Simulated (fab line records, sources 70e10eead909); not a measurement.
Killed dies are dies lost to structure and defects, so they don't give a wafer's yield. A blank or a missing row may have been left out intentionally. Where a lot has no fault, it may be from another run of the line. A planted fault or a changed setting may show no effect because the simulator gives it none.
fab line records | flow nand_harc
record: lots: 11 wafers: 32 last_day: 24
route steps=1159 shown P_M2@348 P_BONDPAD@352 A_SOURCE_PLATE@420 A_ONON_D1@432
lots with no fault: from the same line, run without faults
start_h: hours from the record's first day to the start of the lot's first wafer shown | wait_h: hours since the lot's step before | " unchanged from the row above | L1.1+2: several wafers, shown together as one row | - value missing, or start not given | * or withheld: withheld | < > ~ a bound
route shown NAME@n: names a module that has steps shown in the file, with the first one's number in the route | usual: the fault-free wafers' mean and standard deviation | same: alike in all rows | chamber/n: place in a boat | sites: per-site readings | _std_site: the standard deviation of these | _edge_site: outer sites' mean less inner sites' | radius_mm: how far each site lies from the wafer's centre | mask NAME#n: copy n | behind: the tool/chamber that last shaped the wafer | hold: cause of the lot's hold/its duration in hours/its outcome | device: the transistor (n, p or np) that didn't switch | end of line: tests of these same wafers at the route's end | a step with no rows: only its recipe | killed: count of dies lost to structure and defects at first sort (not the wafer's yield) | map: dies across one wafer; x = killed, . = not, _ = none there
set.NAME: the run value of the setting; set.NAME@STEP: its run value at that earlier step | model.NAME: the simulator's own value behind a step, which no gauge read
one table for each step of the route and one row for each wafer, over a sample of lots
services: the hour from which a tool's chamber was out of use, counted from the record's first day as start_h (under 0 if before that day), plus the number of hours and why
== steps ==
step: NHARC_P_M2_INSPECT_27
usual: raw_defect_count: 318/110
columns lot.wafer tool chamber start_h wait_h raw_defect_count
L924.1 defect_inspect-02 - 122.26 0.0 343
L924.3 " - " " 285
L924.5 " - " " 400
L931.3 defect_inspect-01 - 166.76 0.0 431
L931.4 " - " " 297
L935.1 defect_inspect-02 - 200.85 0.0 315
L935.3 " - " " 258
L935.4 " - " " 251
L938.1 defect_inspect-01 - 206.51 0.0 430
L938.5 " - " " 268
L938.6 " - " " 366
L936.3 defect_inspect-02 - 207.99 0.0 235
L936.5 " - " " 194
L936.6 " - " " 194
L940.1 defect_inspect-02 - 223.34 0.0 238
L940.2 " - " " 165
L940.6 " - " " 277
L943.3 defect_inspect-02 - 231.45 0.0 194
L943.4 " - " " 198
L943.5 " - " " 258
L945.2 defect_inspect-02 - 255.43 0.0 291
L945.3 " - " " 308
L945.5 " - " " 565
L944.1 defect_inspect-01 - 256.51 0.0 266
L944.4 " - " " 267
L944.5 " - " " 330
L947.2 defect_inspect-01 - 258.58 0.0 391
L947.3 " - " " 522
L947.6 " - " " 726
L946.1 defect_inspect-01 - 259.19 0.0 346
L946.3 " - " " 456
L946.4 " - " " 322
step: NHARC_P_BONDPAD_CMP_32
recipe: target_thk_nm: 200 material: SiCN
usual: motor_current_A: 12.5/1.3
columns lot.wafer tool chamber start_h wait_h motor_current_A
L924.3 cmp-01 3 123.26 - 9.7
L924.1 " 0 " " 13.5
L924.5 " 2 " " 13.3
L931.4 cmp-04 2 167.73 - 13.7
L931.3 " 3 " " 12.2
L935.1 cmp-03 0 201.93 - 11.9
L935.3 " 2 " " 11.7
L935.4 " 3 " " 12.3
L938.1 cmp-01 0 207.53 - 13.8
L938.5 " 3 " " 9.8
L938.6 " 0 " " 13.9
L936.3 cmp-03 2 209.11 - 11.7
L936.5 " 0 " " 11.0
L936.6 " 1 " " 11.5
L940.1 cmp-04 0 224.35 - 13.0
L940.2 " 1 " " 14.0
L940.6 " 3 " " 12.4
L943.4 cmp-04 2 232.44 - 13.6
L943.3 " 3 " " 11.5
L943.5 " 1 " " 13.2
L945.3 cmp-04 1 256.42 - 13.9
L945.2 " 3 " " 11.9
L945.5 " 2 " " 14.2
L944.4 cmp-04 2 257.51 - 13.2
L944.1 " 3 " " 12.2
L944.5 " 2 " " 13.8
L947.3 cmp-01 1 259.61 - 11.8
L947.2 " 2 " " 14.5
L947.6 " 1 " " 12.9
L946.4 cmp-01 0 260.16 - 13.2
L946.3 " 1 " " 11.8
L946.1 " 3 " " 10.0
step: NHARC_A_SOURCE_PLATE_THK_MEAS_06
recipe: thk_meas_gauge: ellipsometry
usual: thk_nm: 200.3/2.6
columns lot.wafer tool chamber start_h wait_h thk_nm
L924.1 film_metro-02 - 152.48 0.4 203.9
L924.3 " - " " 202.0
L924.5 " - " " 204.7
L931.3 film_metro-01 - 192.97 0.4 202.3
L931.4 " - " " 200.7
L935.1 film_metro-02 - 229.82 0.4 199.3
L935.3 " - " " 196.7
L935.4 " - " " 198.9
L936.3 film_metro-02 - 233.37 0.4 197.8
L936.5 " - " " 197.3
L936.6 " - " " 198.3
L938.1 film_metro-02 - 233.39 0.4 202.3
L938.5 " - " " 203.5
L938.6 " - " " 199.8
L940.1 film_metro-01 - 250.81 0.4 203.2
L940.2 " - " " 204.5
L940.6 " - " " 200.8
L943.3 film_metro-02 - 256.51 0.4 202.0
L943.4 " - " " 202.0
L943.5 " - " " 199.9
L946.1 film_metro-02 - 284.13 0.4 200.0
L946.3 " - " " 203.7
L946.4 " - " " 200.6
L947.2 film_metro-01 - 284.13 0.4 200.7
L947.3 " - " " 199.1
L947.6 " - " " 201.7
L944.1 film_metro-02 - 284.13 0.4 197.1
L944.4 " - " " 196.5
L944.5 " - " " 197.6
L945.2 film_metro-01 - 284.13 0.4 201.1
L945.3 " - " " 203.9
L945.5 " - " " 202.4
step: NHARC_A_ONON_D1_DEP_12
recipe: target_thk_a: 10000 n2_flow_sccm: 2750 n2o_flow_sccm: 2000 nh3_flow_sccm: 500 sih4_flow_sccm: 210 temp_c: 400
usual: susceptor_temp_C: 400.00/0.22
columns lot.wafer tool chamber start_h wait_h susceptor_temp_C
L924.1 pecvd_onon-04 0 155.29 0.2 399.73
L924.3 " 0 " " 399.68
L924.5 " 0 " " 399.84
L931.3 pecvd_onon-03 0 195.51 0.2 399.85
L931.4 " 0 " " 400.02
L935.1 pecvd_onon-02 0 232.23 0.1 400.16
L935.3 " 0 " " 400.21
L935.4 " 0 " " 400.59
L938.1 pecvd_onon-04 0 235.80 0.1 399.67
L938.5 " 0 " " 400.08
L938.6 " 0 " " 400.33
L936.3 pecvd_onon-02 0 235.91 0.2 399.74
L936.5 " 0 " " 399.72
L936.6 " 0 " " 399.74
L940.1 pecvd_onon-02 0 253.20 0.1 399.58
L940.2 " 0 " " 399.60
L940.6 " 0 " " 399.94
L943.3 pecvd_onon-02 0 259.01 0.2 399.95
L943.4 " 0 " " 399.81
L943.5 " 0 " " 399.77
L945.2 pecvd_onon-04 0 286.58 0.1 400.20
L945.3 " 0 " " 400.21
L945.5 " 0 " " 399.84
L947.2 pecvd_onon-03 0 286.63 0.1 400.04
L947.3 " 0 " " 399.46
L947.6 " 0 " " 399.73
L946.1 pecvd_onon-02 0 286.66 0.1 400.43
L946.3 " 0 " " 399.92
L946.4 " 0 " " 399.91
L944.1 pecvd_onon-04 0 286.88 0.1 400.33
L944.4 " 0 " " 399.69
L944.5 " 0 " " 400.09
step: NHARC_A_ONON_D1_THK_MEAS_14
recipe: thk_meas_gauge: ellipsometry
usual: thk_nm: 1000/9.3
columns lot.wafer tool chamber start_h wait_h thk_nm
L924.1 film_metro-02 - 155.80 - 991
L924.3 " - " " 992
L924.5 " - " " 992
L931.3 film_metro-01 - 195.91 - 993
L931.4 " - " " 1088
L935.1 film_metro-01 - 232.74 - 987
L935.3 " - " " 985
L935.4 " - " " 989
L936.3 film_metro-02 - 236.30 - 1008
L936.5 " - " " 1004
L936.6 " - " " 1007
L938.1 film_metro-02 - 236.34 - 985
L938.5 " - " " 988
L938.6 " - " " 988
L940.1 film_metro-01 - 253.72 - 1006
L940.2 " - " " 1009
L940.6 " - " " 1006
L943.3 film_metro-02 - 259.40 - 995
L943.4 " - " " 995
L943.5 " - " " 995
L945.2 film_metro-01 - 287.03 - 1012
L945.3 " - " " 1011
L945.5 " - " " 1012
L947.2 film_metro-02 - 287.08 - 999
L947.3 " - " " 999
L947.6 " - " " 1001
L946.1 film_metro-01 - 287.17 - 1014
L946.3 " - " " 1013
L946.4 " - " " 1014
L944.1 film_metro-02 - 287.39 - 1006
L944.4 " - " " 1007
L944.5 " - " " 1007
== services ==
columns tool chamber start_h hours kind
cmp-01 - 103.82 1.6 repair
cmp-04 - 105.00 4.0 pm
pecvd_onon-02 - 111.21 13.0 pm
cmp-03 - 120.14 1.7 repair
cmp-03 - 123.03 2.0 repair
cmp-03 - 126.11 3.4 repair
cmp-01 - 128.62 0.5 repair
cmp-04 - 136.58 0.3 repair
pecvd_onon-03 - 153.00 13.0 pm
cmp-04 - 155.91 4.0 repair
cmp-03 - 157.70 4.0 pm
cmp-03 - 175.02 2.9 repair
cmp-01 - 179.63 4.0 pm
cmp-03 - 189.99 1.3 repair
cmp-04 - 203.00 4.0 pm
cmp-03 - 235.58 1.7 repair
pecvd_onon-04 - 237.00 13.0 pm
cmp-04 - 249.83 1.4 repair
cmp-03 - 252.89 1.4 repair
cmp-03 - 255.70 4.0 pm
cmp-04 - 268.07 0.3 repair
cmp-01 - 277.63 4.0 pm
cmp-03 - 277.72 1.4 repair
cmp-04 - 278.03 6.1 repair
== key ==
first_sign: step: NHARC_A_ONON_D1_THK_MEAS_14 reading: thk_nm direction: up sigmas: 9.4 usual: 1000 struck: 1088
effect none on later readings
met_at NHARC_A_ONON_D1_DEP_12
struck_lots L931
struck_wafers L931.4
sort_left_out L931.4
tester_left_out L931
not_acting_at NHARC_P_M2_INSPECT_27,NHARC_P_BONDPAD_CMP_32,NHARC_A_SOURCE_PLATE_THK_MEAS_06
fault: kind: process_parameter_drift tool: pecvd_onon-03 chamber: - onset_h: 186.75 steps: NHARC_A_ONON_D1_DEP_12 channel: target_thk_a offset: * shape: step end_h: 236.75 scope: struck_wafers_only acts_in: * stated: *
tester_left_out: of these lots the tester's yield and bins aren't shown, on N5 and GAA mostly nor the transistor test; their killed dies are dies lost to structure and defects alone, not to doping, threshold or leakage, so they don't give the yield
sort_left_out: the simulated sort isn't trusted on such a fault, so these wafers' sort isn't shown, and their yield isn't known
